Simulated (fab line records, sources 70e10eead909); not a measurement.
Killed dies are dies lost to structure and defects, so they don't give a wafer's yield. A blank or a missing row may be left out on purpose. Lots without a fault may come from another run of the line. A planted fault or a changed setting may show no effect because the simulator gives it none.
fab line records | flow nand_harc
record lots=24 wafers=72 last_day=34
route steps=1302 shown A_M0@1147 A_BONDPAD@1219
lots that met no fault: from a run of the same line without faults
start_h: hours from the record's first day to the start of the lot's first wafer shown | wait_h: hours since the lot's step before | " the same as in the row above | L1.1+2: a row that stands for several wafers | - no value, or no start given | * or withheld: withheld | < > ~ a bound
route shown NAME@n: a module of which the file shows steps, and the number in the route of the first | usual: mean/standard deviation of fault-free wafers | same: alike in all rows | chamber/n: place in a boat | sites: the reading at each site | _std_site: their standard deviation | _edge_site: outer sites' mean less inner sites' | radius_mm: how far each site lies from the wafer's centre | mask NAME#n: copy n | behind: the tool/chamber that last shaped the wafer | hold: why the lot was held/for how many hours/how that ended | device: the transistor (n, p or np) that didn't switch | end of line: the same wafers' tests at the end of the route | a step without rows: its recipe alone | killed: dies lost to structure and defects at the first sort, not the wafer's yield | map: a wafer's dies, x killed, . not, _ none there
set.NAME: the setting as run; set.NAME@STEP: as run at that earlier step | model.NAME: the simulator's own value behind a step, which no gauge read
steps of the route over a sample of lots; a table a step, a row a wafer
services: from which hour (start_h, from the record's first day; less than 0 if before it) a tool's chamber was out of use, for how many hours, and why
## steps
# step NHARC_A_M0_CD_MEAS_09
# recipe target_cd_nm=80 landing_energy_ev=500
# usual cd_nm=80.4/0.82
# columns lot.wafer tool chamber start_h wait_h cd_nm
L075.1 cd_sem-02 0 521.38 - 79.7
L075.2 " 0 " " 79.9
L075.6 " 0 " " 79.7
L074.1 cd_sem-02 0 526.37 - 79.6
L074.2 " 0 " " 79.3
L074.6 " 0 " " 79.3
L076.3 cd_sem-02 0 537.33 - 80.8
L076.4 " 0 " " 81.5
L076.5 " 0 " " 81.7
L077.1 cd_sem-01 0 550.72 - 80.6
L077.2 " 0 " " 79.6
L077.4 " 0 " " 80.7
L078.2 cd_sem-02 0 553.22 - 80.2
L078.5 " 0 " " 79.3
L078.6 " 0 " " 79.7
L079.2 cd_sem-01 0 564.49 - 81.4
L079.3 " 0 " " 80.5
L079.4 " 0 " " 81.3
L080.2 cd_sem-03 0 575.38 - 80.4
L080.4 " 0 " " 80.5
L080.6 " 0 " " 79.5
L081.1 cd_sem-03 0 579.88 - 79.3
L081.5 " 0 " " 79.0
L081.6 " 0 " " 81.0
L082.1 cd_sem-01 0 605.36 - 80.8
L082.4 " 0 " " 81.6
L082.5 " 0 " " 79.7
L083.1 cd_sem-01 0 614.09 - 80.3
L083.3 " 0 " " 79.1
L083.5 " 0 " " 81.2
L084.2 cd_sem-01 0 619.81 - 80.2
L084.5 " 0 " " 79.4
L084.6 " 0 " " 81.1
L086.2 cd_sem-01 0 627.38 - 79.1
L086.4 " 0 " " 80.2
L086.5 " 0 " " 79.3
L085.2 cd_sem-01 0 627.91 - 81.6
L085.3 " 0 " " 80.6
L085.5 " 0 " " 80.6
L087.1 cd_sem-03 0 657.75 - 80.3
L087.2 " 0 " " 80.9
L087.5 " 0 " " 82.0
L088.1 cd_sem-03 0 660.18 - 79.6
L088.3 " 0 " " 80.0
L088.4 " 0 " " 81.1
L089.1 cd_sem-03 0 696.21 - 78.9
L089.5 " 0 " " 78.7
L089.6 " 0 " " 79.5
L090.1 cd_sem-01 0 697.73 - 80.3
L090.3 " 0 " " 81.3
L090.5 " 0 " " 81.9
L091.4 cd_sem-01 0 709.90 - 80.8
L091.5 " 0 " " 81.2
L091.6 " 0 " " 80.6
L092.1 cd_sem-02 0 713.08 - 81.5
L092.3 " 0 " " 81.3
L092.5 " 0 " " 81.1
L094.2 cd_sem-01 0 715.90 - 81.5
L094.3 " 0 " " 79.9
L094.5 " 0 " " 80.7
L093.2 cd_sem-01 0 719.30 - 79.0
L093.5 " 0 " " 79.3
L093.6 " 0 " " 80.1
L096.1 cd_sem-03 0 735.32 - 80.9
L096.4 " 0 " " 82.3
L096.6 " 0 " " 81.6
L097.2 cd_sem-03 0 738.16 - 80.0
L097.3 " 0 " " 79.7
L097.4 " 0 " " 79.8
L095.1 cd_sem-02 0 744.86 - 80.6
L095.4 " 0 " " 81.4
L095.6 " 0 " " 81.0
# step NHARC_A_M0_OVL_MEAS_10
# recipe pitch_nm=160
# usual overlay_x_nm=0.2/0.7 overlay_y_nm=-0.1/0.77
# columns lot.wafer tool chamber start_h wait_h overlay_x_nm overlay_y_nm
L075.1 overlay-02 - 521.47 - 0.7 -0.1
L075.2 " - " " 0.2 -0.6
L075.6 " - " " 0.4 -0.1
L074.1 overlay-01 - 526.46 - 0.6 -0.2
L074.2 " - " " 0.6 0.0
L074.6 " - " " 0.9 0.3
L076.3 overlay-01 - 537.42 - -0.2 -0.2
L076.4 " - " " 0.1 0.4
L076.5 " - " " -0.4 0.4
L077.1 overlay-02 - 550.81 - 0.6 0.1
L077.2 " - " " 0.3 0.2
L077.4 " - " " 0.6 0.0
L078.2 overlay-01 - 553.31 - 0.1 1.2
L078.5 " - " " 0.4 0.8
L078.6 " - " " -0.1 0.7
L079.2 overlay-01 - 564.58 - -1.0 -1.0
L079.3 " - " " -0.8 -0.9
L079.4 " - " " -1.1 0.2
L080.2 overlay-01 - 575.47 - 1.0 -0.4
L080.4 " - " " 0.5 -0.1
L080.6 " - " " 0.2 0.1
L081.1 overlay-02 - 579.96 - 0.3 0.3
L081.5 " - " " -0.1 1.1
L081.6 " - " " 0.2 0.8
L082.1 overlay-01 - 605.45 - 0.8 1.0
L082.4 " - " " 1.2 0.8
L082.5 " - " " 0.6 1.1
L083.1 overlay-01 - 614.18 - 0.2 1.8
L083.3 " - " " 0.9 1.1
L083.5 " - " " -0.1 1.4
L084.2 overlay-01 - 619.89 - 0.5 -0.1
L084.5 " - " " 0.2 -0.2
L084.6 " - " " 0.6 -0.2
L086.2 overlay-01 - 627.47 - -0.3 -0.2
L086.4 " - " " 0.2 -0.5
L086.5 " - " " 0.3 0.2
L085.2 overlay-02 - 628.00 - -0.8 -1.3
L085.3 " - " " -1.3 -1.1
L085.5 " - " " 0.0 -0.7
L087.1 overlay-01 - 657.84 - 0.7 -0.8
L087.2 " - " " 1.4 -0.5
L087.5 " - " " 1.4 0.0
L088.1 overlay-01 - 660.27 - 0.3 -0.6
L088.3 " - " " 0.6 -0.1
L088.4 " - " " 0.7 -1.0
L089.1 overlay-02 - 696.30 - 0.3 -0.7
L089.5 " - " " 0.0 -0.7
L089.6 " - " " -0.2 -0.9
L090.1 overlay-02 - 697.82 - 0.7 -0.3
L090.3 " - " " 0.8 0.0
L090.5 " - " " 0.7 0.2
L091.4 overlay-02 - 709.98 - -1.2 1.0
L091.5 " - " " -0.7 0.0
L091.6 " - " " -0.3 0.2
L092.1 overlay-01 - 713.18 - 0.0 -1.4
L092.3 " - " " 0.6 -1.3
L092.5 " - " " 0.5 -1.6
L094.2 overlay-02 - 715.98 - 0.7 -0.6
L094.3 " - " " 0.2 -0.3
L094.5 " - " " 0.5 -0.3
L093.2 overlay-02 - 719.38 - -2.2 -1.0
L093.5 " - " " -1.6 -1.1
L093.6 " - " " -1.3 -2.1
L096.1 overlay-01 - 735.41 - 0.6 -1.0
L096.4 " - " " 0.5 -0.6
L096.6 " - " " 0.6 -0.6
L097.2 overlay-01 - 738.24 - -0.5 0.2
L097.3 " - " " 0.2 -0.3
L097.4 " - " " 0.3 -0.3
L095.1 overlay-02 - 744.95 - -0.9 -0.7
L095.4 " - " " -0.3 -0.3
L095.6 " - " " -0.4 0.2
# step NHARC_A_M0_ETCH_15
# recipe target_depth_a=1500 overetch_a=150 time_s=82.5 c4f8_flow_sccm=withheld ar_flow_sccm=400 rf_w=600 bias_w=300 chemistry=C4F8/Ar
# usual oes_product_au=0.944/0.023 rf_fwd_power_W=596.1/2 rf_vpp_V=441.9/2.7
# columns lot.wafer tool chamber start_h wait_h oes_product_au rf_fwd_power_W rf_hours_counter_h rf_vpp_V
L075.1 rie_diel-09 1 - - 0.985 594.9 1.0 446.6
L075.2 " 2 " " 0.959 596.8 1.4 440.1
L075.6 " 0 " " 0.979 595.6 - 444.7
L074.1 rie_diel-05 0 - - 0.997 599.8 4.1 444.7
L074.2 " 1 " " 0.909 597.3 5.8 438.8
L074.6 " 3 " " 0.934 596.9 - 443.8
L076.4 rie_diel-10 0 - - 0.917 602.7 6.2 444.9
L076.3 " 2 " " 0.919 594.4 7.5 436.7
L076.5 " 0 " " 0.919 599.0 - 444.7
L077.2 rie_diel-05 1 - - 0.915 597.6 7.6 441.9
L077.1 " 3 " " 0.920 597.2 8.2 443.8
L077.4 " 0 " " 0.937 595.3 5.6 444.1
L078.2 rie_diel-05 1 - - 0.920 596.3 7.6 440.9
L078.5 " 0 " " 0.935 601.6 - 442.8
L078.6 " 1 " " 0.927 595.3 - 440.5
L079.3 rie_diel-05 0 - - 0.935 597.1 6.1 445.1
L079.4 " 1 " " 0.920 597.5 8.2 441.6
L079.2 " 3 " " 0.926 598.6 9.0 443.5
L080.4 rie_diel-09 1 - - 0.960 595.9 4.4 444.1
L080.2 " 2 " " 0.954 596.4 4.6 441.1
L080.6 " 0 " " 0.987 596.1 - 442.4
L081.1 rie_diel-05 2 - - 0.934 596.5 8.5 443.5
L081.6 " 0 " " 0.934 595.0 - 444.2
L081.5 " 1 " " 0.912 599.5 - 441.1
L082.1 rie_diel-09 3 - - 0.928 595.6 5.8 443.7
L082.4 " 2 " " 0.911 595.4 5.0 439.5
L082.5 " 3 " " 0.922 593.0 - 443.8
L083.1 rie_diel-09 2 - - 0.920 595.3 5.8 437.9
L083.3 " 3 " " 0.924 592.0 6.4 443.4
L083.5 " 1 " " 0.926 594.1 - 445.3
L084.2 rie_diel-05 2 - - 0.942 599.2 1.7 442.9
L084.5 " 1 " " 0.945 596.5 - 441.0
L084.6 " 2 " " 0.945 597.4 - 444.1
L086.4 rie_diel-09 3 - - 0.963 596.5 6.5 444.8
L086.2 " 1 " " 0.957 597.2 5.9 443.7
L086.5 " 0 " " 0.969 599.2 - 444.1
L085.3 rie_diel-10 0 - - 0.945 597.6 0.8 444.6
L085.2 " 1 " " 0.981 595.2 1.4 434.9
L085.5 " 0 " " 0.956 598.7 - 445.6
L087.1 rie_diel-10 2 - - 0.925 594.3 2.8 438.6
L087.2 " 3 " " 0.941 595.1 3.0 440.1
L087.5 " 3 " " 0.944 595.0 - 440.8
L088.3 rie_diel-10 1 - - 0.992 595.6 3.3 436.9
L088.4 " 2 " " 0.942 591.5 2.9 438.1
L088.1 " 3 " " 0.950 594.8 3.0 440.1
L089.1 rie_diel-09 3 - - 0.961 592.5 0.9 442.9
L089.5 " 1 " " 0.982 595.1 - 445.1
L089.6 " 2 " " 0.923 595.9 - 438.8
L090.1 rie_diel-05 1 - - 0.926 598.4 5.8 440.2
L090.3 " 0 " " 0.933 593.3 5.4 444.2
L090.5 " 1 " " 0.917 595.2 - 439.6
L091.4 rie_diel-05 3 - - 0.982 598.1 5.6 443.4
L091.6 " 1 " " 0.972 592.6 - 440.2
L091.5 " 2 " " 0.986 595.0 - 441.7
L092.3 rie_diel-05 2 - - 0.930 594.7 5.9 442.3
L092.1 " 3 " " 0.950 594.2 5.7 442.7
L092.5 " 1 " " 0.921 593.9 - 440.9
L094.3 rie_diel-10 1 - - 0.978 596.9 6.1 435.5
L094.2 " 3 " " 0.980 595.1 5.5 440.7
L094.5 " 0 " " 0.961 596.1 - 442.6
L093.2 rie_diel-10 0 - - 0.912 598.5 6.4 441.9
L093.5 " 2 " " 0.914 594.5 - 437.2
L093.6 " 3 " " 0.925 591.7 - 440.7
L096.1 rie_diel-09 3 - - 0.953 594.7 4.3 443.5
L096.4 " 0 " " 0.959 592.6 4.3 444.2
L096.6 " 2 " " 0.914 597.4 - 438.4
L097.3 rie_diel-05 0 - - 0.942 595.5 7.7 442.4
L097.4 " 2 " " 0.936 594.2 7.6 442.8
L097.2 " 3 " " 0.941 596.9 7.6 442.8
L095.1 rie_diel-10 0 - - 0.916 595.1 9.4 444.7
L095.6 " 0 " " 0.914 597.7 - 444.3
L095.4 " 2 " " 0.927 594.6 - 437.7
# step NHARC_A_M0_ANNEAL_30
# recipe temp_c=225 time_s=90
# usual anneal_temp_c=225.01/0.17 wafer_temp_C_max=226.19/0.27
# columns lot.wafer tool chamber start_h wait_h anneal_temp_c wafer_temp_C_max
L075.1 rtp_anneal-01 0 523.27 - 224.98 226.58
L075.2 " 0 " " 224.82 226.39
L075.6 " 0 " " 225.07 226.19
L074.1 rtp_anneal-02 0 528.28 - 225.07 226.27
L074.2 " 0 " " 225.13 226.70
L074.6 " 0 " " 225.12 226.74
L076.3 rtp_anneal-02 0 539.28 - 225.10 226.10
L076.4 " 0 " " 224.71 226.78
L076.5 " 0 " " 224.98 226.98
L077.1 rtp_anneal-01 0 552.62 0.3 225.20 225.95
L077.2 " 0 " " 224.96 226.04
L077.4 " 0 " " 225.24 226.03
L078.2 rtp_anneal-01 0 555.12 0.3 225.14 226.05
L078.5 " 0 " " 225.04 225.95
L078.6 " 0 " " 225.07 226.32
L079.2 rtp_anneal-01 0 566.39 0.3 224.83 226.17
L079.3 " 0 " " 224.93 225.96
L079.4 " 0 " " 225.11 226.15
L080.2 rtp_anneal-02 0 577.34 - 224.95 225.86
L080.4 " 0 " " 225.09 226.14
L080.6 " 0 " " 225.00 225.85
L081.1 rtp_anneal-01 0 581.73 - 224.97 226.05
L081.5 " 0 " " 224.97 226.05
L081.6 " 0 " " 224.81 226.44
L082.1 rtp_anneal-01 0 607.20 0.3 225.09 226.35
L082.4 " 0 " " 224.92 225.86
L082.5 " 0 " " 225.04 226.49
L083.1 rtp_anneal-01 0 615.92 - 225.29 225.90
L083.3 " 0 " " 225.10 225.80
L083.5 " 0 " " 224.99 226.03
L084.2 rtp_anneal-02 0 621.75 - 224.98 226.61
L084.5 " 0 " " 224.98 226.36
L084.6 " 0 " " 224.85 225.99
L086.2 rtp_anneal-01 0 629.27 - 225.09 226.36
L086.4 " 0 " " 225.05 226.36
L086.5 " 0 " " 225.16 226.30
L085.2 rtp_anneal-01 0 629.85 - 224.90 225.77
L085.3 " 0 " " 225.02 225.92
L085.5 " 0 " " 225.09 225.77
L087.1 rtp_anneal-02 0 659.59 - 224.79 226.72
L087.2 " 0 " " 225.09 226.46
L087.5 " 0 " " 225.04 226.15
L088.1 rtp_anneal-01 0 662.02 - 224.61 226.16
L088.3 " 0 " " 224.78 225.95
L088.4 " 0 " " 225.12 226.03
L089.1 rtp_anneal-01 0 698.05 0.3 225.20 225.80
L089.5 " 0 " " 224.93 226.24
L089.6 " 0 " " 225.38 226.20
L090.1 rtp_anneal-01 0 699.57 0.3 225.26 226.50
L090.3 " 0 " " 224.79 225.85
L090.5 " 0 " " 225.15 226.25
L091.4 rtp_anneal-01 0 711.88 - 225.18 225.97
L091.5 " 0 " " 225.12 225.78
L091.6 " 0 " " 225.09 226.43
L092.1 rtp_anneal-02 0 714.97 - 224.77 226.26
L092.3 " 0 " " 224.88 226.72
L092.5 " 0 " " 224.82 226.20
L094.2 rtp_anneal-01 0 717.81 - 224.81 226.01
L094.3 " 0 " " 224.92 226.14
L094.5 " 0 " " 224.65 226.50
L093.2 rtp_anneal-02 0 721.19 0.4 225.02 226.66
L093.5 " 0 " " 224.96 226.72
L093.6 " 0 " " 225.01 225.79
L096.1 rtp_anneal-02 0 737.17 - 224.69 226.42
L096.4 " 0 " " 224.78 226.16
L096.6 " 0 " " 224.98 226.51
L097.2 rtp_anneal-02 0 740.04 - 224.95 226.11
L097.3 " 0 " " 224.86 226.50
L097.4 " 0 " " 224.70 226.41
L095.1 rtp_anneal-01 0 747.77 1.3 225.28 226.35
L095.4 " 0 " " 225.06 225.94
L095.6 " 0 " " 224.90 226.08
# step NHARC_A_BONDPAD_ETCH_34
# recipe target_depth_a=600 overetch_a=180 time_s=65.91 ion_energy_ev=200 n2_flow_sccm=150 h2_flow_sccm=150 ar_flow_sccm=0 rf_w=400 bias_w=150 chemistry=N2/H2
# usual drypump_motor_current_A=5.7/0.41 oes_product_au=1.004/0.014 rf_fwd_power_W=396.8/1.5 rf_vpp_V=430.2/1.9 showerhead_plenum_p_Torr=2.03/0.063 throttle_valve_pct=14.172/0.0098
# columns lot.wafer tool chamber start_h wait_h drypump_motor_current_A oes_product_au rf_fwd_power_W rf_hours_counter_h rf_vpp_V showerhead_plenum_p_Torr throttle_valve_pct
L075.1 rie_diel-06 2 530.35 0.1 6.2 0.989 397.4 1 431.8 2.03 14.171
L075.2 " 0 " " 5.9 1.010 398.4 1 428.5 1.99 14.185
L075.6 " 3 " " 5.0 1.025 396.7 - 427.1 1.95 14.170
L074.2 rie_diel-02 3 535.33 0.1 5.5 1.010 397.6 27 432.8 2.14 14.172
L074.1 " 0 " " 5.5 0.985 398.3 26 433.7 2.10 14.178
L074.6 " 2 " " 5.9 0.995 398.0 - 428.2 1.94 14.160
L076.4 rie_diel-06 1 546.50 0.1 5.8 1.008 397.6 1 433.4 2.08 14.163
L076.3 " 0 " " 5.9 1.006 396.5 1 429.9 1.99 14.180
L076.5 " 1 " " 5.9 1.012 398.4 - 431.7 2.08 14.166
L077.1 rie_diel-06 0 559.92 0.1 5.9 1.009 398.0 1 428.8 1.99 14.168
L077.2 " 1 " " 5.9 1.012 395.2 2 431.9 2.08 14.163
L077.4 " 2 " " 6.2 0.994 399.2 2 429.7 2.03 14.147
L078.2 rie_diel-06 1 562.28 0.1 5.8 0.998 396.1 2 432.4 2.08 14.170
L078.5 " 3 " " 5.0 0.998 397.4 - 428.0 1.95 14.172
L078.6 " 0 " " 5.9 0.992 396.1 - 429.3 1.99 14.155
L079.3 rie_diel-06 2 573.59 0.1 6.2 0.993 398.8 2 430.2 2.03 14.184
L079.2 " 3 " " 5.0 1.017 394.9 2 428.1 1.95 14.161
L079.4 " 0 " " 5.9 1.010 398.2 2 427.8 1.99 14.182
L080.2 rie_diel-02 1 584.67 0.1 5.2 1.011 394.6 1 429.6 2.03 14.159
L080.4 " 3 " " 5.5 0.991 396.8 1 434.4 2.14 14.172
L080.6 " 1 " " 5.2 1.009 393.8 - 431.0 2.03 14.174
L081.1 rie_diel-06 2 588.83 0.1 6.2 0.993 398.4 2 431.1 2.03 14.165
L081.6 " 3 " " 5.0 1.017 395.9 - 428.0 1.95 14.176
L081.5 " 0 " " 5.9 1.007 396.4 - 429.6 1.99 14.166
L082.4 rie_diel-02 0 614.39 0.1 5.5 0.970 396.6 8 433.4 2.10 14.167
L082.1 " 2 " " 5.9 0.970 399.2 8 427.8 1.94 14.160
L082.5 " 1 " " 5.2 1.005 391.8 - 430.2 2.03 14.181
L083.1 rie_diel-02 1 623.21 0.1 5.2 1.013 394.2 9 430.5 2.03 14.170
L083.3 " 3 " " 5.5 0.993 396.0 8 434.6 2.14 14.180
L083.5 " 2 " " 5.9 0.981 396.8 - 427.8 1.94 14.164
L084.2 rie_diel-06 3 628.89 0.1 5.0 1.011 393.0 3 428.4 1.95 14.186
L084.6 " 2 " " 6.1 0.970 396.7 - 430.8 2.03 14.177
L084.5 " 3 " " 5.0 1.011 395.4 - 427.9 1.95 14.176
L086.2 rie_diel-06 2 636.43 0.1 6.2 0.983 398.2 3 430.5 2.03 14.172
L086.4 " 3 " " 5.0 1.013 395.0 3 428.3 1.95 14.177
L086.5 " 3 " " 5.0 1.010 395.0 - 426.8 1.95 14.162
L085.3 rie_diel-06 3 636.99 0.1 5.0 1.014 396.7 3 428.3 1.95 14.189
L085.2 " 0 " " 5.9 0.997 395.9 3 429.0 1.99 14.163
L085.5 " 0 " " 5.9 1.001 397.2 - 428.9 1.99 14.186
L087.1 rie_diel-02 2 666.58 0.1 5.9 0.987 395.7 13 426.6 1.94 14.170
L087.2 " 3 " " 5.5 1.010 395.1 13 432.3 2.13 14.165
L087.5 " 2 " " 5.9 0.992 395.9 - 426.8 1.94 14.159
L088.1 rie_diel-13 0 669.14 0.1 6.3 1.019 396.3 41 430.7 2.06 14.184
L088.4 " 2 " " 6.5 1.010 399.4 51 429.1 2.00 14.154
L088.3 " 3 " " 5.6 1.014 397.8 55 434.1 2.20 14.179
L089.1 rie_diel-06 0 705.11 0.1 5.9 1.026 398.5 1 430.5 1.99 14.167
L089.6 " 0 " " 5.9 1.024 395.7 - 429.1 1.99 14.184
L089.5 " 1 " " 5.8 1.023 397.1 - 430.5 2.08 14.172
L090.3 rie_diel-06 0 706.58 0.1 5.9 1.021 397.4 2 429.9 1.99 14.174
L090.1 " 1 " " 5.8 1.005 397.3 2 431.7 2.08 14.188
L090.5 " 0 " " 5.9 1.019 397.0 - 429.8 1.99 14.156
L091.4 rie_diel-02 2 718.81 0.1 5.9 0.993 396.8 22 428.3 1.94 14.173
L091.5 " 3 " " 5.5 0.997 394.5 - 433.0 2.13 14.165
L091.6 " 0 " " 5.5 0.983 396.5 - 432.0 2.09 14.165
L092.1 rie_diel-06 0 722.47 0.1 5.9 1.024 398.0 2 431.3 1.99 14.172
L092.3 " 3 " " 5.0 1.020 398.7 2 429.4 1.95 14.158
L092.5 " 1 " " 5.8 1.020 400.7 - 431.6 2.08 14.179
L094.3 rie_diel-06 1 724.84 0.1 5.9 1.010 397.2 2 431.2 2.08 14.160
L094.2 " 3 " " 5.0 1.012 396.4 2 428.6 1.95 14.169
L094.5 " 0 " " 5.9 1.012 396.9 - 428.2 1.99 14.190
L093.2 rie_diel-06 0 728.68 0.1 5.9 1.016 397.4 3 431.0 1.99 14.182
L093.6 " 3 " " 5.0 1.011 396.8 - 429.3 1.95 14.178
L093.5 " 0 " " 5.9 1.011 398.0 - 429.5 1.99 14.186
L096.1 rie_diel-06 1 744.27 0.1 5.9 1.008 398.4 3 432.8 2.08 14.181
L096.4 " 3 " " 5.0 1.018 396.4 - 428.5 1.95 14.162
L096.6 " 1 " " 5.8 1.012 400.5 - 429.8 2.08 14.158
L097.3 rie_diel-06 1 747.28 0.1 5.8 0.997 398.5 3 432.1 2.08 14.191
L097.2 " 0 " " 5.9 1.014 397.1 3 430.1 1.99 14.181
L097.4 " 1 " " 5.8 1.010 401.0 - 432.5 2.08 14.159
L095.4 rie_diel-06 1 769.27 0.1 5.8 1.009 400.5 3 430.5 2.08 14.168
L095.1 " 0 " " 5.9 1.011 397.5 3 429.0 1.99 14.181
L095.6 " 1 " " 5.8 1.009 399.9 - 432.5 2.08 14.168
# step NHARC_A_BONDPAD_PVD_27
# recipe target_thk_a=300 chamber_pressure_pa=5 power_w=5000 substrate_temp_c=30 time_s=20.49 material=Cu
# usual throttle_valve_pct=30.0/0.73
# columns lot.wafer tool chamber start_h wait_h throttle_valve_pct
L075.2 pvd_sputter-01 - - - 28.3
L075.1 " - " " 29.7
L075.6 " - " " 29.2
L074.2 pvd_sputter-02 - - - 30.7
L074.1 " - " " 31.0
L074.6 " - " " 30.5
L076.3 pvd_sputter-02 - - - 29.2
L076.4 " - " " 31.0
L076.5 " - " " 30.7
L077.4 pvd_sputter-02 - - - 29.2
L077.1 " - " " 31.0
L077.2 " - " " 30.8
L078.2 pvd_sputter-03 - - - 30.8
L078.6 " - " " 31.3
L078.5 " - " " 29.7
L079.2 pvd_sputter-03 - - - 30.6
L079.4 " - " " 30.3
L079.3 " - " " 31.2
L080.2 pvd_sputter-03 - - - 31.2
L080.4 " - " " 29.4
L080.6 " - " " 30.6
L081.1 pvd_sputter-03 - - - 31.2
L081.5 " - " " 30.6
L081.6 " - " " 30.2
L082.4 pvd_sputter-02 - - - 31.0
L082.1 " - " " 30.6
L082.5 " - " " 30.6
L083.1 pvd_sputter-02 - - - 31.0
L083.3 " - " " 30.9
L083.5 " - " " 29.0
L084.2 pvd_sputter-01 - - - 29.9
L084.5 " - " " 28.9
L084.6 " - " " 30.2
L086.2 pvd_sputter-01 - - - 28.7
L086.4 " - " " 30.2
L086.5 " - " " 29.0
L085.3 pvd_sputter-03 - 638.10 - 29.7
L085.2 " - " " 31.0
L085.5 " - " " 30.4
L087.1 pvd_sputter-03 - - - 29.7
L087.2 " - " " 30.3
L087.5 " - " " 29.6
L088.3 pvd_sputter-01 - 670.40 0.2 29.2
L088.1 " - " " 30.0
L088.4 " - " " 28.8
L089.1 pvd_sputter-01 - - - 28.8
L089.5 " - " " 29.1
L089.6 " - " " 30.2
L090.1 pvd_sputter-01 - - - 30.3
L090.3 " - " " 30.4
L090.5 " - " " 28.5
L091.4 pvd_sputter-02 - - - 29.8
L091.6 " - " " 30.2
L091.5 " - " " 30.2
L092.1 pvd_sputter-01 - - - 29.1
L092.3 " - " " 30.0
L092.5 " - " " 30.1
L094.2 pvd_sputter-02 - - - 30.0
L094.3 " - " " 30.5
L094.5 " - " " 30.5
L093.2 pvd_sputter-02 - - - 29.5
L093.6 " - " " 29.5
L093.5 " - " " 30.3
L096.1 pvd_sputter-03 - - - 29.1
L096.4 " - " " 30.0
L096.6 " - " " 28.8
L097.3 pvd_sputter-01 - - - 30.2
L097.4 " - " " 29.1
L097.2 " - " " 28.7
L095.1 pvd_sputter-03 - - - 30.9
L095.4 " - " " 29.1
L095.6 " - " " 30.5
## services
# columns tool chamber start_h hours kind
pvd_sputter-02 - 500.99 3.1 repair
rie_diel-05 1 506.92 2.6 repair
pvd_sputter-02 - 509.15 2.1 repair
rie_diel-06 0 510.20 13.7 repair
rie_diel-05 2 516.95 6.4 repair
pvd_sputter-03 - 526.00 10.0 pm
pvd_sputter-02 - 528.03 5.3 repair
pvd_sputter-03 - 570.01 1.0 repair
pvd_sputter-01 - 582.00 10.0 pm
rie_diel-05 - 583.60 9.0 pm
rie_diel-06 1 625.86 1.4 repair
pvd_sputter-02 - 638.05 10.0 pm
rie_diel-06 1 646.98 9.3 repair
rie_diel-06 - 661.20 9.0 pm
pvd_sputter-02 - 671.34 3.6 repair
pvd_sputter-03 - 680.47 1.1 repair
rie_diel-06 0 686.48 2.4 repair
rie_diel-06 3 700.86 6.8 repair
pvd_sputter-03 - 704.00 10.0 pm
pvd_sputter-03 - 725.80 8.4 repair
rie_diel-06 2 738.01 10.7 repair
pvd_sputter-02 - 742.20 3.2 repair
rtp_anneal-02 - 744.00 12.0 pm
rie_diel-05 - 760.60 9.0 pm
## key
fault none
